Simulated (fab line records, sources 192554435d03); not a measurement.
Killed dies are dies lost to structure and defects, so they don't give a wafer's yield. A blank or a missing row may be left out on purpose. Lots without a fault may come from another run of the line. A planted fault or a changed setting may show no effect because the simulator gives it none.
Split-lot experiment | flow n5_finfet | 7 lots, 39 wafers read, on a route of 1938 steps

THE SPLIT
At N5_BEOL_M3_ETCH_41 (etches SiCN in CH3F/O2, target depth 29.9 nm, time 52.5 s), the setting target_depth_a was moved away from the recipe's 299 angstrom on 9 of the 39 wafers read, by -31.0% to -15.1%. The other wafers ran this setting at the recipe's value.

The reading is taken at the split's own step.

THE READING
etch.depth_nm (the simulator's own value, which no gauge read), in nm, at N5_BEOL_M3_ETCH_41 (etches SiCN in CH3F/O2, target depth 29.9 nm, time 52.5 s). The file gives no usual value for it. The 30 wafers here that ran the recipe average 19.77 nm, standard deviation 0.42 nm.

wafer  | tool, chamber at the split | target_depth_a as run, angstrom | against the recipe | etch.depth_nm, nm | against lot-mates on the recipe
L074.1 | rie_diel-02, 2             | 299                             | recipe             | 20.07             | -
L074.2 | rie_diel-02, 1             | 299                             | recipe             | 19.44             | -
L074.5 | rie_diel-02, 1             | 299                             | recipe             | 19.56             | -
L077.1 | rie_diel-05, 0             | 299                             | recipe             | 20.04             | -
L077.2 | rie_diel-05, 3             | 299                             | recipe             | 18.98             | -
L077.3 | rie_diel-05, 2             | 299                             | recipe             | 20.03             | -
L077.4 | rie_diel-05, 1             | 299                             | recipe             | 19.83             | -
L077.5 | rie_diel-05, 1             | 299                             | recipe             | 19.92             | -
L077.6 | rie_diel-05, 0             | 299                             | recipe             | 20.08             | -
L083.1 | rie_diel-05, 1             | 253.8                           | -15.1%             | 16.93             | -3.08
L083.2 | rie_diel-05, 0             | 299                             | recipe             | 20.23             | -
L083.3 | rie_diel-05, 2             | 253.8                           | -15.1%             | 17.31             | -2.70
L083.4 | rie_diel-05, 2             | 253.8                           | -15.1%             | 17.11             | -2.90
L083.5 | rie_diel-05, 0             | 299                             | recipe             | 20.01             | -
L083.6 | rie_diel-05, 1             | 299                             | recipe             | 19.8              | -
L085.1 | rie_diel-06, 2             | 242.7                           | -18.8%             | 16.04             | -3.59
L085.2 | rie_diel-06, 3             | 299                             | recipe             | 19.27             | -
L085.3 | rie_diel-06, 1             | 299                             | recipe             | 19.81             | -
L085.4 | rie_diel-06, 0             | 242.7                           | -18.8%             | 16.46             | -3.17
L085.5 | rie_diel-06, 0             | 242.7                           | -18.8%             | 16.31             | -3.32
L085.6 | rie_diel-06, 1             | 299                             | recipe             | 19.8              | -
L091.1 | rie_diel-02, 1             | 299                             | recipe             | 19.39             | -
L091.2 | rie_diel-02, 3             | 299                             | recipe             | 20.4              | -
L091.3 | rie_diel-02, 2             | 299                             | recipe             | 19.84             | -
L091.4 | rie_diel-02, 2             | 299                             | recipe             | 20.02             | -
L091.5 | rie_diel-02, 3             | 299                             | recipe             | 20.26             | -
L091.6 | rie_diel-02, 1             | 299                             | recipe             | 19.48             | -
L094.1 | rie_diel-02, 0             | 299                             | recipe             | 19.12             | -
L094.2 | rie_diel-02, 1             | 206.3                           | -31.0%             | 13.4              | -6.11
L094.3 | rie_diel-02, 3             | 299                             | recipe             | 20.21             | -
L094.4 | rie_diel-02, 2             | 206.3                           | -31.0%             | 13.74             | -5.77
L094.5 | rie_diel-02, 1             | 206.3                           | -31.0%             | 13.45             | -6.06
L094.6 | rie_diel-02, 0             | 299                             | recipe             | 19.21             | -
L097.1 | rie_diel-06, 1             | 299                             | recipe             | 20.69             | -
L097.2 | rie_diel-06, 2             | 299                             | recipe             | 19.68             | -
L097.3 | rie_diel-06, 3             | 299                             | recipe             | 19.04             | -
L097.4 | rie_diel-06, 0             | 299                             | recipe             | 19.87             | -
L097.5 | rie_diel-06, 2             | 299                             | recipe             | 19.7              | -
L097.6 | rie_diel-06, 3             | 299                             | recipe             | 19.19             | -

THE FIT
A straight line over all 39 wafers: etch.depth_nm changes by +0.195 nm for each +1% of target_depth_a; r = +0.98; the points scatter about the line by 0.4 nm.
The same after taking each lot's own level away (the mean of its wafers on the recipe; 39 wafers): +0.19 nm for each +1%; r = +0.98; scatter 0.37 nm.
On that fit, the largest move of target_depth_a shifts the reading by 5.9 nm.
The lots' own levels span 19.513 to 20.013 nm, that is 1.2 times the standard deviation above.
So the lot-to-lot level changes the slope little: the two slopes agree.
Check: with one of the wafers moved furthest among these (-31.0%) left out of the fit, the line predicts -5.81 nm for it against its lot-mates. It came out at -6.11 nm against them.

OTHER SPLITS ON THESE WAFERS
These wafers also went through other splits before the reading. Each is held against what the fit with the lots' levels taken away leaves over:
other split on the same wafers          | wafers away from the commonest value | r with etch.depth_nm (lot level and that fit taken away)
N5_ZERO_LAYER_DEVELOP_10 develop_time_s | 12                                   | -0.04
N5_FIN_SAQP_HM_DEP_03 time_s            | 15                                   | +0.00
N5_BEOL_M1_ILD_DEP_00 target_thk_a      | 12                                   | +0.13

THE FILE'S OWN FIT
etch.depth_nm changes by +0.189 nm for each +1% of target_depth_a, r = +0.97.
